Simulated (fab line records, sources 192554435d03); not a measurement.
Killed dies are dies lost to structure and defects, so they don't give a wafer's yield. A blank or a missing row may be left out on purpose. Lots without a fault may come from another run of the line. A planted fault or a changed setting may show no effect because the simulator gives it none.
Which tool did it? | flow n5_finfet | 9 lots, 27 wafers sampled, at 6 steps of a route of 1938

WHAT THE GAUGES READ, wafer by wafer
N5_HKMG_FIN_OVL_MEAS_50. Usual: NDIPOLE_OVL 0.2 nm, standard deviation 0.69.
lot  | measured    | on         | NDIPOLE_OVL (nm) | flag
L245 | day 3 21:51 | overlay-02 | -0.1 -0.4 -0.7   |
L247 | day 4 10:46 | overlay-01 | -0.5 -0.9 -0.5   |
L252 | day 5 17:34 | overlay-01 | -0.9 -0.5 -0.8   |
L253 | day 5 21:01 | overlay-01 | 1.2 0.5 -0.8     |
L254 | day 6 02:56 | overlay-02 | -1.1 -0.2 0.6    |
L255 | day 6 13:08 | overlay-02 | 0.5 0.3 0.0      |
L266 | day 9 07:38 | overlay-02 | 0.9 -0.2 -0.8    |
L267 | day 9 11:18 | overlay-02 | 0.3 -1.3 0.3     |
L268 | day 9 18:59 | overlay-01 | 0.6 0.4 0.2      |

N5_HKMG_FIN_CD_MEAS_12: target cd 92.8 nm. Usual: cd_nm 92.9 nm, standard deviation 0.71.
lot  | measured    | on        | cd_nm (nm)     | flag
L245 | day 4 01:11 | cd_sem-03 | 93.0 93.4 93.2 |
L247 | day 4 14:10 | cd_sem-02 | 93.5 93.2 92.9 |
L252 | day 5 20:59 | cd_sem-01 | 92.9 93.2 91.6 |
L253 | day 6 00:29 | cd_sem-02 | 91.9 91.2 92.6 |
L254 | day 6 06:17 | cd_sem-03 | 93.1 93.0 93.0 |
L255 | day 6 16:32 | cd_sem-03 | 93.9 93.7 93.4 |
L266 | day 9 11:03 | cd_sem-03 | 95.2 93.8 94.7 |
L267 | day 9 14:43 | cd_sem-03 | 93.6 92.5 92.8 |
L268 | day 9 22:13 | cd_sem-03 | 92.9 93.7 93.0 |

N5_BEOL_M4_RC_MEAS_101. Usual: DIBL_N 36.1 mV/V, standard deviation 2.3; DIBL_P 36 mV/V, standard deviation 3.2; IOFF_N 0.16 nA/um, standard deviation 0.045; IOFF_P 0.21 nA/um, standard deviation 0.049; ION_N 674 uA/um, standard deviation 14; ION_P 462 uA/um, standard deviation 8.4; SS_N 71.6 mV/dec, standard deviation 0.83; SS_P 73.2 mV/dec, standard deviation 0.87; VT_N 249 mV, standard deviation 3.8; VT_P -250 mV, standard deviation 3.4.
lot  | measured     | on        | DIBL_N (mV/V)  | DIBL_P (mV/V) | IOFF_N (nA/um) | IOFF_P (nA/um) | ION_N (uA/um) | ION_P (uA/um) | SS_N (mV/dec)  | SS_P (mV/dec)  | VT_N (mV)   | VT_P (mV)      | flag
L245 | day 10 20:59 | prober-02 | 35.1 39.1 37.9 | 34 39 37      | 0.13 0.20 0.18 | 0.21 0.28 0.25 | 659 675 673   | 461 466 465   | 70.7 72.3 71.7 | 72.9 73.6 73.7 | 250 248 248 | -249 -246 -245 |
L247 | day 12 02:29 | prober-01 | 36.3 33.2 36.7 | 33 30 35      | 0.14 0.10 0.14 | 0.18 0.15 0.21 | 650 672 682   | 449 459 470   | 71.9 71.6 72.0 | 72.9 72.3 73.0 | 254 255 253 | -250 -253 -250 |
L252 | day 13 23:03 | prober-02 | 37.8 42.2 36.9 | 38 44 37      | 0.18 0.31 0.17 | 0.23 0.34 0.22 | 684 692 694   | 470 471 468   | 72.6 73.7 71.5 | 73.9 76.2 73.5 | 251 243 246 | -250 -247 -250 |
L253 | day 12 22:52 | prober-02 | 34.9 36.0 34.8 | 34 36 33      | 0.12 0.14 0.12 | 0.15 0.19 0.15 | 652 668 645   | 444 456 439   | 70.7 71.9 70.9 | 71.9 73.5 72.9 | 253 251 254 | -255 -255 -257 |
L254 | day 14 01:37 | prober-01 | 31.5 30.9 30.0 | 30 30 29      | 0.09 0.09 0.09 | 0.14 0.14 0.13 | 645 657 653   | 446 456 455   | 70.8 69.4 69.6 | 72.5 71.8 71.3 | 257 254 256 | -254 -252 -255 |
L255 | day 13 15:51 | prober-01 | 33.8 34.2 34.2 | 34 34 34      | 0.16 0.14 0.15 | 0.22 0.21 0.21 | 667 662 684   | 462 460 474   | 71.5 71.5 71.1 | 73.0 72.4 73.1 | 248 250 248 | -248 -249 -249 |
L266 | day 17 04:50 | prober-02 | 40.9 40.3 39.2 | 44 43 41      | 0.28 0.30 0.26 | 0.38 0.36 0.31 | 686 695 685   | 469 472 464   | 73.0 72.4 72.8 | 75.4 74.8 75.0 | 241 239 243 | -241 -240 -243 |
L267 | day 16 04:26 | prober-02 | 39.9 36.0 35.4 | 39 34 33      | 0.22 0.14 0.13 | 0.24 0.17 0.17 | 707 661 670   | 474 450 460   | 72.3 70.8 70.4 | 74.2 73.0 72.0 | 244 250 251 | -250 -252 -248 |
L268 | day 17 10:15 | prober-01 | 37.5 40.1 37.4 | 39 42 38      | 0.20 0.24 0.19 | 0.25 0.29 0.24 | 683 679 681   | 463 461 466   | 72.7 72.7 72.0 | 73.3 74.2 73.7 | 246 246 247 | -248 -248 -247 |

WHICH TOOL RAN EACH LOT (tool, then ch and the chambers of the sampled wafers, then the start)
lot  | N5_HKMG_FIN_PEB_10               | N5_HKMG_FIN_DESCUM_17             | N5_HKMG_FIN_ETCH_35
L245 | litho_track-02 ch 0, day 4 01:07 | rie_diel-01 ch 0,2,3, day 4 01:16 | rie_diel-01 ch 0,2,3, day 4 01:35
L247 | litho_track-01 ch 0, day 4 14:05 | rie_diel-03 ch 0,2, day 4 14:15   | rie_diel-03 ch 0,2, day 4 14:33
L252 | litho_track-01 ch 0, day 5 20:55 | rie_diel-03 ch 0,1,3, day 5 21:14 | rie_diel-03 ch 0,1,3, day 5 21:32
L253 | litho_track-01 ch 0, day 6 00:26 | rie_diel-01 ch 0,1,2, day 6 00:35 | rie_diel-01 ch 0,1,2, day 6 00:53
L254 | litho_track-03 ch 0, day 6 06:13 | rie_diel-01 ch 1,3, day 6 06:22   | rie_diel-01 ch 1,3, day 6 06:40
L255 | litho_track-03 ch 0, day 6 16:29 | rie_diel-03 ch 0,3, day 6 16:38   | rie_diel-03 ch 0,3, day 6 16:56
L266 | litho_track-03 ch 0, day 9 10:59 | rie_diel-03 ch 0,2, day 9 11:08   | rie_diel-03 ch 0,2, day 9 11:26
L267 | litho_track-02 ch 0, day 9 14:38 | rie_diel-01 ch 0,2, day 9 14:48   | rie_diel-01 ch 0,2, day 9 15:06
L268 | litho_track-02 ch 0, day 9 22:09 | rie_diel-01 ch 0,1,3, day 9 22:22 | rie_diel-01 ch 0,1,3, day 9 22:40
- N5_HKMG_FIN_PEB_10: peb time 60 s.
- N5_HKMG_FIN_DESCUM_17: chemistry O2, time 7.9 s.
- N5_HKMG_FIN_ETCH_35: etches SOC in N2/H2, target depth 215.8 nm, time 243.4 s.

WHAT THE TOOLS THEMSELVES READ (means of the sampled wafers that have a number; where no wafer has one, the mark that the record gives instead)
N5_HKMG_FIN_DESCUM_17. Usual: drypump_motor_current_A 5.67 A, standard deviation 0.2; o2_flow_sccm 225.0 sccm, standard deviation 0.59; oes_product_au 0.78 a.u., standard deviation 0.078; rf_vpp_V 243.3 V, standard deviation 1.3; showerhead_plenum_p_Torr 2.09 Torr, standard deviation 0.064; throttle_valve_pct 20.49 %, standard deviation 0.23.
lot  | tool        | drypump_motor_current_A (A) | o2_flow_sccm (sccm) | oes_product_au (a.u.) | rf_vpp_V (V) | showerhead_plenum_p_Torr (Torr) | throttle_valve_pct (%) | flag
L245 | rie_diel-01 | 5.76                        | 225.1               | 0.78                  | 242.1        | 2.06                            | 20.38                  |
L247 | rie_diel-03 | 5.82                        | 224.8               | 0.75                  | 243.5        | 2.15                            | 20.41                  |
L252 | rie_diel-03 | 5.65                        | 224.9               | 0.78                  | 242.3        | 2.03                            | 20.42                  |
L253 | rie_diel-01 | 5.63                        | 225.1               | 0.84                  | 243.8        | 2.10                            | 20.42                  |
L254 | rie_diel-01 | 5.77                        | 225.2               | 0.74                  | 243.6        | 2.09                            | 20.24                  |
L255 | rie_diel-03 | 5.57                        | 224.8               | 0.74                  | 242.6        | 2.05                            | 20.39                  |
L266 | rie_diel-03 | 5.81                        | 224.8               | 0.72                  | 244.1        | 2.13                            | 20.48                  |
L267 | rie_diel-01 | 5.72                        | 225.5               | 0.79                  | 242.9        | 2.03                            | 20.46                  |
L268 | rie_diel-01 | 5.72                        | 225.3               | 0.89                  | 243.4        | 2.07                            | 20.15                  |

N5_HKMG_FIN_ETCH_35. Usual: drypump_motor_current_A 5.68 A, standard deviation 0.2; oes_product_au 0.78 a.u., standard deviation 0.079; rf_vpp_V 141.6 V, standard deviation 1.1; showerhead_plenum_p_Torr 2.55 Torr, standard deviation 0.083; throttle_valve_pct 17.92 %, standard deviation 0.22.
lot  | tool        | drypump_motor_current_A (A) | oes_product_au (a.u.) | rf_vpp_V (V) | showerhead_plenum_p_Torr (Torr) | throttle_valve_pct (%) | flag
L245 | rie_diel-01 | 5.74                        | 0.77                  | 141.4        | 2.52                            | 17.95                  |
L247 | rie_diel-03 | 5.82                        | 0.75                  | 142.7        | 2.60                            | 17.78                  |
L252 | rie_diel-03 | 5.65                        | 0.78                  | 141.1        | 2.46                            | 17.73                  |
L253 | rie_diel-01 | 5.65                        | 0.83                  | 141.6        | 2.58                            | 17.98                  |
L254 | rie_diel-01 | 5.77                        | 0.74                  | 142.0        | 2.57                            | 17.87                  |
L255 | rie_diel-03 | 5.58                        | 0.75                  | 141.4        | 2.48                            | 17.67                  |
L266 | rie_diel-03 | 5.85                        | 0.72                  | 141.2        | 2.58                            | 17.84                  |
L267 | rie_diel-01 | 5.72                        | 0.79                  | 141.0        | 2.49                            | 17.99                  |
L268 | rie_diel-01 | 5.72                        | 0.88                  | 142.0        | 2.54                            | 17.73                  |

THE ANSWER, worked out from the rows above alone
Rule: a lot is off if the mean of its wafers that have a number lies more than 3 standard deviations from the usual mean. A lot without any number at a reading at which 4 lots or more have one is off too. The other lots that the step has rows for count as sound. The gauges are gone through in route order, then the tools' own readings, and for those a lot's mean is taken as printed above. The first step at which some lot is off is used, and at that step the reading that is off furthest; a lot without a number counts as furthest.
No lot is off at any reading shown: from this, nothing can be told.

WHAT THE SIMULATOR HAD PUT IN
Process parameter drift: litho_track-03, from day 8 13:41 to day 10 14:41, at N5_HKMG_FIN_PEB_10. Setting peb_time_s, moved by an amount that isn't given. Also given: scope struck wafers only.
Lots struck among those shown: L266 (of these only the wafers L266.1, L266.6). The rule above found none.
